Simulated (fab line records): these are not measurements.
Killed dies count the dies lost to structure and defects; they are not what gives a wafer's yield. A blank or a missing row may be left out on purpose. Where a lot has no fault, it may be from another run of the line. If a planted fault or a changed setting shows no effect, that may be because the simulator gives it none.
A single fault, viewed from 3 desks ; flow n5 finfet ; numbers are kept per desk, each desk with only its own; the story behind them comes last

== METROLOGY DESK ==
Lot by lot, what the gauges showed, no matter which tool ran the lot: averages of those sampled wafers that carry a number. If a lot's mean is further than 4 standard deviations from the usual mean, the lot is out of limits and carries the mark OUT (the distance appears in the brackets).
Columns: A = cd nm at N5_BEOL_M6_CD_MEAS_11, usual 38.5 nm; B = M6_OVL at N5_BEOL_M6_OVL_MEAS_12, usual 0.0 nm
lot;first seen here;A;B
L864;day 9 13:22;38.6;-0.7
L868;day 10 17:05;38.5;-0.5
L867;day 10 23:47;38.1;0.3
L871;day 11 21:33;38.0;0.6
L879;day 14 10:23;37.7;-0.1
L885;day 15 08:11;38.8;0.5
This desk's finding: nothing out of limits on any of the 6 lots.

== FOR THE TOOL OWNER'S DESK: rie metal-01 ==
The tool's own readings at N5_BEOL_M6_HM_OPEN_17 (chemistry Cl2/BCl3, target TiN, target depth 20 nm, overetch 6 nm): means of the sampled wafers that have a number, for each lot that ran on this tool. If a lot's mean is further than 4 standard deviations from the usual mean, the lot is out of limits and carries the mark OUT (the distance appears in the brackets).
Columns: A = bcl3 flow sccm at N5_BEOL_M6_HM_OPEN_17, usual 21.74 sccm; B = bias w at N5_BEOL_M6_HM_OPEN_17, usual 126.1 W; C = drypump motor current A at N5_BEOL_M6_HM_OPEN_17, usual 5.7 A; D = he backside leak sccm at N5_BEOL_M6_HM_OPEN_17, usual 3.54 sccm; E = oes_ar_750_au at N5_BEOL_M6_HM_OPEN_17, usual 0.77 a.u.; F = oes product au at N5_BEOL_M6_HM_OPEN_17, usual 0.67 a.u.; G = throttle valve pct at N5_BEOL_M6_HM_OPEN_17, usual 22.03 %
lot;first seen here;A;B;C;D;E;F;G
L864;day 9 13:44;21.68;126.5;5.3;3.55;0.76;0.67;22.07
L868;day 10 17:34;21.69;125.6;5.5;3.40;0.75;0.65;22.13
L871;day 11 22:00;21.76;126.5;5.2;3.57;0.74;0.65;22.06
L879;day 14 10:46;21.74;125.8;5.2;3.63;0.73;0.64;22.04
L885;day 15 08:43;21.81;125.9;5.2;3.83;0.73;0.64;22.04
This desk's finding: nothing out of limits on any of the 5 lots.

== THE DEFECT DESK ==
Inspection counts along the route, by lot: the mean over sampled wafers that carry a number. If a lot's mean is further than 4 standard deviations from the usual mean, the lot is out of limits and carries the mark OUT (the distance appears in the brackets).
Columns: A = raw defect count at N5_BEOL_M6_INSPECT_13, usual 421
lot;first seen here;A
L864;day 9 13:25;531
L868;day 10 17:08;470
L867;day 10 23:50;374
L871;day 11 21:36;420
L879;day 14 10:26;505
L885;day 15 08:14;470
This desk's finding: nothing out of limits on any of the 6 lots.

== BROUGHT TOGETHER ==
The metrology desk saw nothing out of limits.
Nothing out of limits was seen by the tool owner's desk.
The defect desk saw nothing out of limits.

== WHAT HAD BEEN PUT IN BY THE SIMULATOR ==
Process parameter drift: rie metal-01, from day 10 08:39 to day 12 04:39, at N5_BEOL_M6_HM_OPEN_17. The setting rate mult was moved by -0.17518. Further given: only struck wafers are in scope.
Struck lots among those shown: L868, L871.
